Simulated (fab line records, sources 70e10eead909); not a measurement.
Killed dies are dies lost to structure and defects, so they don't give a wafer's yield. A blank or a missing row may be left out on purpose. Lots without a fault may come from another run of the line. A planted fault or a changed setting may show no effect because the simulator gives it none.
Which tool did it? | flow nand_harc | 24 lots, 72 wafers sampled, at 5 steps of a route of 1302

WHAT THE GAUGES READ, wafer by wafer
NHARC_A_M0_CD_MEAS_09: target cd 80 nm. Usual: cd_nm 80.3 nm, standard deviation 1.2.
lot  | measured     | on        | cd_nm (nm)     | flag
L075 | day 23 00:46 | cd_sem-03 | 81.8 81.7 81.7 |
L074 | day 23 08:13 | cd_sem-01 | 81.5 81.7 81.9 |
L076 | day 23 15:26 | cd_sem-01 | 80.8 80.3 78.5 |
L079 | day 23 21:53 | cd_sem-01 | 78.4 77.7 78.8 |
L077 | day 24 00:10 | cd_sem-02 | 81.6 80.2 81.6 |
L078 | day 24 05:56 | cd_sem-02 | 80.6 80.6 81.5 |
L081 | day 25 07:12 | cd_sem-02 | 81.1 79.9 81.1 |
L080 | day 25 08:59 | cd_sem-03 | 79.7 80.2 80.7 |
L082 | day 25 23:28 | cd_sem-03 | 81.0 80.7 81.0 |
L083 | day 26 12:06 | cd_sem-03 | 80.9 79.9 80.7 |
L084 | day 26 15:33 | cd_sem-03 | 80.9 80.1 81.0 |
L085 | day 27 02:16 | cd_sem-01 | 81.1 80.9 80.6 |
L087 | day 27 15:34 | cd_sem-02 | 80.7 81.6 80.6 |
L086 | day 27 18:20 | cd_sem-01 | 77.8 78.3 80.3 |
L088 | day 28 12:01 | cd_sem-02 | 78.1 78.5 78.2 |
L089 | day 28 20:44 | cd_sem-03 | 81.9 81.1 81.3 |
L090 | day 29 15:22 | cd_sem-02 | 77.0 78.5 77.9 |
L092 | day 29 20:47 | cd_sem-02 | 81.1 80.9 81.6 |
L091 | day 29 23:40 | cd_sem-01 | 81.2 79.7 80.6 |
L093 | day 30 16:53 | cd_sem-03 | 78.7 80.0 80.3 |
L095 | day 30 22:29 | cd_sem-02 | 82.1 81.5 81.7 |
L094 | day 30 23:56 | cd_sem-03 | 80.8 81.7 80.0 |
L096 | day 31 02:31 | cd_sem-02 | 80.4 81.3 80.3 |
L097 | day 31 15:41 | cd_sem-01 | 79.2 79.9 80.1 |

NHARC_A_M0_THK_MEAS_24: measures by xrf. Usual: thk_nm 114.8 nm, standard deviation 1.8.
lot  | measured     | on            | thk_nm (nm)       | flag
L075 | day 23 03:17 | film_metro-02 | 112.5 116.0 113.5 |
L074 | day 23 10:45 | film_metro-01 | 114.4 112.3 117.1 |
L076 | day 23 18:19 | film_metro-01 | 113.8 114.0 111.9 |
L079 | day 24 00:41 | film_metro-02 | 113.1 115.6 115.4 |
L077 | day 24 02:59 | film_metro-01 | 111.5 114.5 115.1 |
L078 | day 24 08:29 | film_metro-02 | 113.3 112.4 114.9 |
L081 | day 25 09:41 | film_metro-01 | 111.6 112.5 115.6 |
L080 | day 25 11:29 | film_metro-02 | 112.7 112.9 114.7 |
L082 | day 26 02:01 | film_metro-02 | 116.7 111.6 113.9 |
L083 | day 26 14:36 | film_metro-01 | 115.0 115.0 116.1 |
L084 | day 26 18:03 | film_metro-02 | 112.4 116.4 115.9 |
L085 | day 27 04:48 | film_metro-02 | 114.1 114.3 113.0 |
L087 | day 27 18:04 | film_metro-01 | 116.7 115.4 117.1 |
L086 | day 27 20:51 | film_metro-01 | 112.1 113.0 112.1 |
L088 | day 28 14:33 | film_metro-02 | 112.1 117.0 117.0 |
L089 | day 28 23:14 | film_metro-02 | 114.4 112.7 113.5 |
L090 | day 29 17:53 | film_metro-02 | 113.2 112.2 114.9 |
L092 | day 29 23:20 | film_metro-01 | 114.5 114.4 113.1 |
L091 | day 30 02:09 | film_metro-02 | 118.4 116.7 116.7 |
L093 | day 30 19:23 | film_metro-02 | 113.3 115.9 114.8 |
L095 | day 31 00:59 | film_metro-01 | 112.7 114.6 118.6 |
L094 | day 31 02:38 | film_metro-02 | 115.7 112.7 120.3 |
L096 | day 31 05:00 | film_metro-01 | 115.7 116.1 116.9 |
L097 | day 31 18:11 | film_metro-02 | 114.0 114.9 114.5 |

WHICH TOOL RAN EACH LOT (tool, then ch and the chambers of the sampled wafers, then the start)
lot  | NHARC_A_BLC_CMP_25            | NHARC_A_M0_ETCH_34                 | NHARC_A_M0_ANNEAL_30
L075 | cmp-03 ch 0,1,3, day 22 23:32 | rie_diel-13 ch 2,3, day 23 01:02   | rtp_anneal-02 ch 0, day 23 02:40
L074 | cmp-02 ch 0,1,3, day 23 06:54 | rie_diel-12 ch 0,2,3, day 23 08:29 | rtp_anneal-01 ch 0, day 23 10:09
L076 | cmp-01 ch 0,2,3, day 23 14:17 | rie_diel-12 ch 1,3, day 23 15:43   | rtp_anneal-02 ch 0, day 23 17:26
L079 | cmp-03 ch 2,3, day 23 20:36   | rie_diel-13 ch 0,2, day 23 22:09   | rtp_anneal-02 ch 0, day 23 23:43
L077 | cmp-02 ch 1,2,3, day 23 22:53 | rie_diel-03 ch 0,2,3, day 24 00:26 | rtp_anneal-02 ch 0, day 24 02:07
L078 | cmp-01 ch 0,1,3, day 24 04:38 | rie_diel-03 ch 0,2,3, day 24 06:12 | rtp_anneal-02 ch 0, day 24 07:56
L081 | cmp-03 ch 0,1,3, day 25 05:54 | rie_diel-13 ch 2,3, day 25 07:28   | rtp_anneal-02 ch 0, day 25 09:02
L080 | cmp-03 ch 1,2, day 25 07:41   | rie_diel-12 ch 1,2,3, day 25 09:16 | rtp_anneal-02 ch 0, day 25 10:53
L082 | cmp-01 ch 0,2, day 25 22:11   | rie_diel-03 ch 2,3, day 25 23:44   | rtp_anneal-01 ch 0, day 26 01:24
L083 | cmp-03 ch 0,1,3, day 26 10:50 | rie_diel-03 ch 0,1,3, day 26 12:22 | rtp_anneal-01 ch 0, day 26 13:57
L084 | cmp-03 ch 1,2,3, day 26 14:16 | rie_diel-03 ch 0,1,3, day 26 15:49 | rtp_anneal-01 ch 0, day 26 17:23
L085 | cmp-01 ch 0,2,3, day 27 01:10 | rie_diel-13 ch 0,1,2, day 27 02:33 | rtp_anneal-01 ch 0, day 27 04:14
L087 | cmp-01 ch 0,3, day 27 14:08   | rie_diel-13 ch 0,1, day 27 15:50   | rtp_anneal-02 ch 0, day 27 17:25
L086 | cmp-02 ch 0,1,2, day 27 17:11 | rie_diel-13 ch 0,1,2, day 27 18:37 | rtp_anneal-01 ch 0, day 27 20:11
L088 | cmp-03 ch 1,3, day 28 10:51   | rie_diel-13 ch 0,3, day 28 12:17   | rtp_anneal-01 ch 0, day 28 13:53
L089 | cmp-01 ch 0,1,2, day 28 19:28 | rie_diel-13 ch 0,3, day 28 20:59   | rtp_anneal-01 ch 0, day 28 22:43
L090 | cmp-01 ch 1,3, day 29 14:05   | rie_diel-13 ch 0,2,3, day 29 15:38 | rtp_anneal-02 ch 0, day 29 17:19
L092 | cmp-02 ch 0,1,2, day 29 19:31 | rie_diel-12 ch 0,1,2, day 29 21:05 | rtp_anneal-01 ch 0, day 29 22:41
L091 | cmp-01 ch 0,1,3, day 29 22:29 | rie_diel-13 ch 1,2, day 29 23:55   | rtp_anneal-01 ch 0, day 30 01:35
L093 | cmp-03 ch 1,3, day 30 15:36   | rie_diel-12 ch 1,2,3, day 30 17:10 | rtp_anneal-01 ch 0, day 30 18:47
L095 | cmp-03 ch 1,2,3, day 30 21:10 | rie_diel-13 ch 0,2, day 30 22:46   | rtp_anneal-01 ch 0, day 31 00:23
L094 | cmp-01 ch 0,1,3, day 30 22:38 | rie_diel-03 ch 0,1,3, day 31 00:13 | rtp_anneal-01 ch 0, day 31 01:58
L096 | cmp-01 ch 1,2, day 31 01:13   | rie_diel-13 ch 0,2,3, day 31 02:47 | rtp_anneal-01 ch 0, day 31 04:26
L097 | cmp-03 ch 0,2,3, day 31 14:31 | rie_diel-13 ch 1,2,3, day 31 15:57 | rtp_anneal-01 ch 0, day 31 17:31
- NHARC_A_BLC_CMP_25: polishes, t overpolish 30 s, target thk 150 nm.
- NHARC_A_M0_ETCH_34: etches the open film in N2/H2, target depth 40 nm, overetch 12 nm, time 43.94 s.
- NHARC_A_M0_ANNEAL_30: time 90 s.

WHAT THE TOOLS THEMSELVES READ (means of the sampled wafers that have a number; where no wafer has one, the mark that the record gives instead)
NHARC_A_BLC_CMP_25. Usual: motor_current_A 12.5 A, standard deviation 1.3; overpolish_run_s 30.000 s, standard deviation 0.0085; time_to_endpoint_s 31 s, standard deviation 4.4.
lot  | tool   | motor_current_A (A) | overpolish_run_s (s) | time_to_endpoint_s (s) | flag
L075 | cmp-03 | 12.7                | 29.998               | 30                     |
L074 | cmp-02 | 12.6                | 29.996               | 33                     |
L076 | cmp-01 | 11.1                | 29.998               | 34                     |
L079 | cmp-03 | 13.1                | 30.002               | 36                     |
L077 | cmp-02 | 12.7                | 30.000               | 32                     |
L078 | cmp-01 | 12.5                | 29.998               | 33                     |
L081 | cmp-03 | 12.5                | 29.997               | 26                     |
L080 | cmp-03 | 13.5                | 29.995               | 35                     |
L082 | cmp-01 | 10.7                | 30.003               | 33                     |
L083 | cmp-03 | 12.7                | 30.002               | 24                     |
L084 | cmp-03 | 12.8                | 29.997               | 28                     |
L085 | cmp-01 | 11.5                | 30.002               | 32                     |
L087 | cmp-01 | 11.9                | 30.007               | 35                     |
L086 | cmp-02 | 12.8                | 29.998               | 29                     |
L088 | cmp-03 | 12.2                | 30.000               | 30                     |
L089 | cmp-01 | 11.4                | 30.003               | 28                     |
L090 | cmp-01 | 13.8                | 30.006               | 31                     |
L092 | cmp-02 | 12.6                | 29.994               | 29                     |
L091 | cmp-01 | 12.5                | 30.005               | 33                     |
L093 | cmp-03 | 12.2                | 30.008               | 30                     |
L095 | cmp-03 | 13.1                | 30.005               | 32                     |
L094 | cmp-01 | 12.4                | 29.998               | 34                     |
L096 | cmp-01 | 11.9                | 30.001               | 34                     |
L097 | cmp-03 | 12.6                | 30.005               | 30                     |

NHARC_A_M0_ETCH_34. Usual: drypump_motor_current_A 5.7 A, standard deviation 0.42; oes_product_au 0.997 a.u., standard deviation 0.012; rf_vpp_V 430.5 V, standard deviation 2.8; showerhead_plenum_p_Torr 2.04 Torr, standard deviation 0.1; throttle_valve_pct 14.172 %, standard deviation 0.0082.
lot  | tool        | drypump_motor_current_A (A) | oes_product_au (a.u.) | rf_vpp_V (V) | showerhead_plenum_p_Torr (Torr) | throttle_valve_pct (%) | flag
L075 | rie_diel-13 | 5.5                         | 1.013                 | 432.6        | 2.13                            | 14.173                 |
L074 | rie_diel-12 | 5.8                         | 0.999                 | 430.4        | 2.03                            | 14.172                 |
L076 | rie_diel-12 | 6.4                         | 1.006                 | 430.9        | 2.01                            | 14.173                 |
L079 | rie_diel-13 | 5.3                         | 1.008                 | 429.3        | 1.99                            | 14.182                 |
L077 | rie_diel-03 | 6.0                         | 0.998                 | 428.9        | 1.98                            | 14.170                 |
L078 | rie_diel-03 | 6.0                         | 0.989                 | 428.6        | 1.98                            | 14.165                 |
L081 | rie_diel-13 | 5.5                         | 0.992                 | 433.1        | 2.13                            | 14.169                 |
L080 | rie_diel-12 | 5.9                         | 1.003                 | 429.8        | 2.00                            | 14.174                 |
L082 | rie_diel-03 | 5.7                         | 0.993                 | 427.0        | 1.94                            | 14.184                 |
L083 | rie_diel-03 | 6.1                         | 0.995                 | 431.0        | 2.04                            | 14.171                 |
L084 | rie_diel-03 | 6.2                         | 1.002                 | 430.4        | 2.04                            | 14.172                 |
L085 | rie_diel-13 | 5.6                         | 0.990                 | 431.6        | 2.08                            | 14.171                 |
L087 | rie_diel-13 | 5.9                         | 0.996                 | 431.4        | 2.06                            | 14.167                 |
L086 | rie_diel-13 | 5.6                         | 0.990                 | 430.8        | 2.08                            | 14.174                 |
L088 | rie_diel-13 | 5.4                         | 1.010                 | 427.9        | 1.93                            | 14.180                 |
L089 | rie_diel-13 | 5.6                         | 0.992                 | 428.5        | 1.96                            | 14.173                 |
L090 | rie_diel-13 | 5.5                         | 0.991                 | 430.4        | 2.03                            | 14.170                 |
L092 | rie_diel-12 | 5.6                         | 1.002                 | 429.5        | 2.02                            | 14.182                 |
L091 | rie_diel-13 | 5.7                         | 0.995                 | 435.0        | 2.18                            | 14.179                 |
L093 | rie_diel-12 | 5.9                         | 1.005                 | 429.6        | 2.00                            | 14.166                 |
L095 | rie_diel-13 | 5.4                         | 0.986                 | 431.5        | 2.09                            | 14.168                 |
L094 | rie_diel-03 | 6.1                         | 0.999                 | 430.5        | 2.04                            | 14.172                 |
L096 | rie_diel-13 | 5.4                         | 0.999                 | 430.5        | 2.03                            | 14.172                 |
L097 | rie_diel-13 | 5.8                         | 0.994                 | 432.2        | 2.11                            | 14.169                 |

NHARC_A_M0_ANNEAL_30. Usual: wafer_temp_C_max 226.0, standard deviation 0.34.
lot  | tool          | wafer_temp_C_max | flag
L075 | rtp_anneal-02 | 226.4            |
L074 | rtp_anneal-01 | 225.7            |
L076 | rtp_anneal-02 | 226.3            |
L079 | rtp_anneal-02 | 226.5            |
L077 | rtp_anneal-02 | 226.1            |
L078 | rtp_anneal-02 | 226.4            |
L081 | rtp_anneal-02 | 226.2            |
L080 | rtp_anneal-02 | 226.0            |
L082 | rtp_anneal-01 | 225.8            |
L083 | rtp_anneal-01 | 225.8            |
L084 | rtp_anneal-01 | 226.0            |
L085 | rtp_anneal-01 | 226.0            |
L087 | rtp_anneal-02 | 226.3            |
L086 | rtp_anneal-01 | 225.9            |
L088 | rtp_anneal-01 | 225.8            |
L089 | rtp_anneal-01 | 225.9            |
L090 | rtp_anneal-02 | 226.6            |
L092 | rtp_anneal-01 | 225.6            |
L091 | rtp_anneal-01 | 226.1            |
L093 | rtp_anneal-01 | 225.5            |
L095 | rtp_anneal-01 | 225.9            |
L094 | rtp_anneal-01 | 225.6            |
L096 | rtp_anneal-01 | 225.9            |
L097 | rtp_anneal-01 | 225.7            |

THE ANSWER, worked out from the rows above alone
Rule: a lot is off if the mean of its wafers that have a number lies more than 3 standard deviations from the usual mean. A lot without any number at a reading at which 4 lots or more have one is off too. The other lots that the step has rows for count as sound. The gauges are gone through in route order, then the tools' own readings, and for those a lot's mean is taken as printed above. The first step at which some lot is off is used, and at that step the reading that is off furthest; a lot without a number counts as furthest.
No lot is off at any reading shown: from this, nothing can be told.

WHAT THE SIMULATOR HAD PUT IN
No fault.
